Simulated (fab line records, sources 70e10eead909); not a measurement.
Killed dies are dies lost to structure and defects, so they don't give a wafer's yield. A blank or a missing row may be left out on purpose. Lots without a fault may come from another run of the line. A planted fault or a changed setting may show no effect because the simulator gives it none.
Which tool did it? | flow nand_harc | 12 lots, 36 wafers sampled, at 4 steps of a route of 1159

WHAT THE GAUGES READ, wafer by wafer
The record holds no reading of a measuring or inspecting step that can be judged against a usual standard deviation.

WHICH TOOL RAN EACH LOT (tool, then ch and the chambers of the sampled wafers, then the start)
lot  | NHARC_P_ZERO_WELL_DESCUM_13       | NHARC_P_ZERO_WELL_STRIP_56         | NHARC_P_GATE_ETCHBACK_37                      | NHARC_P_GATE_STRIP_112
L766 | rie_diel-10 ch 0,1,3, day 1 13:17 | wet_bench-06 ch 1,5,7, day 1 18:30 | rie_diel-02 ch 1,3, day 5 17:06 or earlier    | plasma_asher-01 ch 0,1, day 5 17:06
L769 | rie_diel-06 ch 1,2, day 2 07:23   | wet_bench-02 ch 0,1,3, day 2 12:28 | rie_diel-02 ch 2,3, day 5 23:47 or earlier    | plasma_asher-01 ch 0,1, day 5 23:47
L772 | rie_diel-05 ch 0,1,3, day 3 01:25 | wet_bench-02 ch 4,5,7, day 3 06:39 | rie_diel-12 ch 0,1,2, day 6 21:37 or earlier  | plasma_asher-02 ch 0,1, day 6 21:37
L773 | rie_diel-05 ch 1,2,3, day 3 07:25 | wet_bench-02 ch 2,4,5, day 3 12:26 | rie_diel-02 ch 1,2,3, day 7 01:26 or earlier  | plasma_asher-02 ch 0,1, day 7 01:26
L778 | rie_diel-05 ch 1,3, day 4 13:17   | wet_bench-06 ch 2,6,7, day 4 18:23 | rie_diel-01 ch 0,3, day 8 19:35 or earlier    | plasma_asher-01 ch 0,1, day 8 19:35
L781 | rie_diel-10 ch 0,2, day 5 07:25   | wet_bench-09 ch 3,4,6, day 5 12:19 | rie_diel-12 ch 0,1, day 9 04:08 or earlier    | plasma_asher-01 ch 0,1, day 9 04:08
L782 | rie_diel-10 ch 0,1,3, day 5 13:24 | wet_bench-02 ch 1,4,7, day 5 18:14 | rie_diel-01 ch 1,3, day 9 10:48 or earlier    | plasma_asher-01 ch 0,1, day 9 10:48
L783 | rie_diel-10 ch 0,3, day 5 19:24   | wet_bench-02 ch 2,5,6, day 6 00:28 | rie_diel-02 ch 1,2, day 9 20:55 or earlier    | plasma_asher-01 ch 0,1, day 9 20:55
L785 | rie_diel-06 ch 0,1,2, day 6 07:26 | wet_bench-02 ch 0,2,3, day 6 12:30 | rie_diel-02 ch 0,2,3, day 9 21:19 or earlier  | plasma_asher-02 ch 0,1, day 9 21:19
L786 | rie_diel-06 ch 0,1,2, day 6 13:34 | wet_bench-02 ch 0,4,6, day 6 18:36 | rie_diel-01 ch 1,2,3, day 10 07:47 or earlier | plasma_asher-02 ch 0,1, day 10 07:47
L788 | rie_diel-05 ch 1,2,3, day 7 01:25 | wet_bench-09 ch 1,5,6, day 7 06:38 | rie_diel-12 ch 0,1,2, day 10 15:07 or earlier | plasma_asher-02 ch 0,1, day 10 15:07
L789 | rie_diel-10 ch 0,2,3, day 7 07:25 | wet_bench-06 ch 2,3,4, day 7 12:37 | rie_diel-02 ch 0,3, day 10 20:55 or earlier   | plasma_asher-02 ch 1, day 10 20:55
- NHARC_P_ZERO_WELL_DESCUM_13: chemistry O2, time 3 s.
- NHARC_P_ZERO_WELL_STRIP_56: strips in SPM, time 840 s.
- NHARC_P_GATE_ETCHBACK_37: etches the open film in CHF3/O2, target depth 34.5 nm, time 17.2 s.
- NHARC_P_GATE_STRIP_112: strips in N2/H2, time 200 s.

WHAT THE TOOLS THEMSELVES READ (means of the sampled wafers that have a number; where no wafer has one, the mark that the record gives instead)
NHARC_P_ZERO_WELL_DESCUM_13. Usual: drypump_motor_current_A 5.8 A, standard deviation 0.57; oes_product_au 1.002 a.u., standard deviation 0.0093; rf_vpp_V 57.9 V, standard deviation 0.87; showerhead_plenum_p_Torr 1.94 Torr, standard deviation 0.07; throttle_valve_pct 11.311 %, standard deviation 0.01.
lot  | tool        | drypump_motor_current_A (A) | oes_product_au (a.u.) | rf_vpp_V (V) | showerhead_plenum_p_Torr (Torr) | throttle_valve_pct (%) | flag
L766 | rie_diel-10 | 5.9                         | 1.000                 | 58.6         | 1.90                            | 11.310                 |
L769 | rie_diel-06 | 5.4                         | 1.003                 | 57.9         | 1.88                            | 11.311                 |
L772 | rie_diel-05 | 6.0                         | 1.017                 | 58.0         | 1.94                            | 11.309                 |
L773 | rie_diel-05 | 5.8                         | 1.002                 | 57.1         | 2.00                            | 11.314                 |
L778 | rie_diel-05 | 6.2                         | 0.995                 | 57.8         | 2.00                            | 11.315                 |
L781 | rie_diel-10 | 5.3                         | 0.992                 | 57.0         | 1.90                            | 11.312                 |
L782 | rie_diel-10 | 5.9                         | 0.992                 | 58.1         | 1.90                            | 11.299                 |
L783 | rie_diel-10 | 6.0                         | 0.997                 | 57.5         | 1.88                            | 11.307                 |
L785 | rie_diel-06 | 5.7                         | 1.005                 | 57.6         | 1.93                            | 11.308                 |
L786 | rie_diel-06 | 5.6                         | 1.006                 | 57.6         | 1.93                            | 11.317                 |
L788 | rie_diel-05 | 5.8                         | 1.002                 | 58.2         | 2.00                            | 11.296                 |
L789 | rie_diel-10 | 5.8                         | 0.998                 | 58.4         | 1.88                            | 11.312                 |

NHARC_P_ZERO_WELL_STRIP_56. Usual: bath_guard_temp_C 130.0 C, standard deviation 0.49; bath_heat_duty_pct 15.0 %, standard deviation 1.5.
lot  | tool         | bath_guard_temp_C (C) | bath_heat_duty_pct (%) | flag
L766 | wet_bench-06 | 130.3                 | 15.9                   |
L769 | wet_bench-02 | 129.8                 | 14.8                   |
L772 | wet_bench-02 | -                     | -                      | OFF
L773 | wet_bench-02 | -                     | -                      | OFF
L778 | wet_bench-06 | 130.1                 | 15.8                   |
L781 | wet_bench-09 | 130.4                 | 16.0                   |
L782 | wet_bench-02 | 129.5                 | 15.0                   |
L783 | wet_bench-02 | 129.6                 | 14.8                   |
L785 | wet_bench-02 | 130.0                 | 13.8                   |
L786 | wet_bench-02 | 129.5                 | 15.0                   |
L788 | wet_bench-09 | 130.2                 | 15.3                   |
L789 | wet_bench-06 | 130.0                 | 15.4                   |

NHARC_P_GATE_ETCHBACK_37. Usual: chf3_flow_sccm 50.02 sccm, standard deviation 0.12; drypump_motor_current_A 5.98 A, standard deviation 0.21; oes_product_au 0.937 a.u., standard deviation 0.028; rf_vpp_V 370.7 V, standard deviation 2.4; showerhead_plenum_p_Torr 2.40 Torr, standard deviation 0.1; throttle_valve_pct 20.573 %, standard deviation 0.0095.
lot  | tool        | chf3_flow_sccm (sccm) | drypump_motor_current_A (A) | oes_product_au (a.u.) | rf_vpp_V (V) | showerhead_plenum_p_Torr (Torr) | throttle_valve_pct (%) | flag
L766 | rie_diel-02 | 49.88                 | 6.10                        | 0.992                 | 371.1        | 2.40                            | 20.576                 |
L769 | rie_diel-02 | 50.00                 | 5.99                        | 0.925                 | 369.2        | 2.33                            | 20.572                 |
L772 | rie_diel-12 | 50.08                 | 5.84                        | 0.929                 | 370.2        | 2.37                            | 20.584                 |
L773 | rie_diel-02 | 49.94                 | 6.11                        | 0.922                 | 371.1        | 2.40                            | 20.577                 |
L778 | rie_diel-01 | 50.13                 | 5.67                        | 0.925                 | 369.6        | 2.38                            | 20.569                 |
L781 | rie_diel-12 | 49.88                 | 6.02                        | 0.927                 | 370.5        | 2.37                            | 20.575                 |
L782 | rie_diel-01 | 50.08                 | 5.76                        | 0.927                 | 374.0        | 2.56                            | 20.567                 |
L783 | rie_diel-02 | 49.99                 | 6.17                        | 0.927                 | 372.1        | 2.47                            | 20.573                 |
L785 | rie_diel-02 | 49.98                 | 6.02                        | 0.924                 | 370.5        | 2.35                            | 20.575                 |
L786 | rie_diel-01 | 49.98                 | 5.78                        | 0.929                 | 371.7        | 2.46                            | 20.568                 |
L788 | rie_diel-12 | 50.11                 | 5.82                        | 0.924                 | 370.1        | 2.36                            | 20.566                 |
L789 | rie_diel-02 | 49.90                 | 6.00                        | 0.919                 | 369.8        | 2.36                            | 20.571                 |

NHARC_P_GATE_STRIP_112. Usual: drypump_motor_current_A 5.7 A, standard deviation 0.49; heater_power_w 94 W, standard deviation 13.
lot  | tool            | drypump_motor_current_A (A) | heater_power_w (W) | flag
L766 | plasma_asher-01 | 5.5                         | 97                 |
L769 | plasma_asher-01 | 5.5                         | 95                 |
L772 | plasma_asher-02 | 6.2                         | 86                 |
L773 | plasma_asher-02 | 6.2                         | 85                 |
L778 | plasma_asher-01 | 5.4                         | 96                 |
L781 | plasma_asher-01 | 5.2                         | 105                |
L782 | plasma_asher-01 | 5.4                         | 97                 |
L783 | plasma_asher-01 | 5.2                         | 104                |
L785 | plasma_asher-02 | 6.2                         | 87                 |
L786 | plasma_asher-02 | 6.1                         | 86                 |
L788 | plasma_asher-02 | 6.1                         | 86                 |
L789 | plasma_asher-02 | 6.2                         | 91                 |

THE ANSWER, worked out from the rows above alone
Rule: a lot is off if the mean of its wafers that have a number lies more than 3 standard deviations from the usual mean. A lot without any number at a reading at which 4 lots or more have one is off too. The other lots that the step has rows for count as sound. The gauges are gone through in route order, then the tools' own readings, and for those a lot's mean is taken as printed above. The first step at which some lot is off is used, and at that step the reading that is off furthest; a lot without a number counts as furthest.
Off: L772, L773, at NHARC_P_ZERO_WELL_STRIP_56 (bath_guard_temp_C). Without a number there: L772, L773.
A tool fits if, at that step or a process step before it, it ran every lot that is off, and no sound lot after the first of them. None of those tried fits.

WHAT THE SIMULATOR HAD PUT IN
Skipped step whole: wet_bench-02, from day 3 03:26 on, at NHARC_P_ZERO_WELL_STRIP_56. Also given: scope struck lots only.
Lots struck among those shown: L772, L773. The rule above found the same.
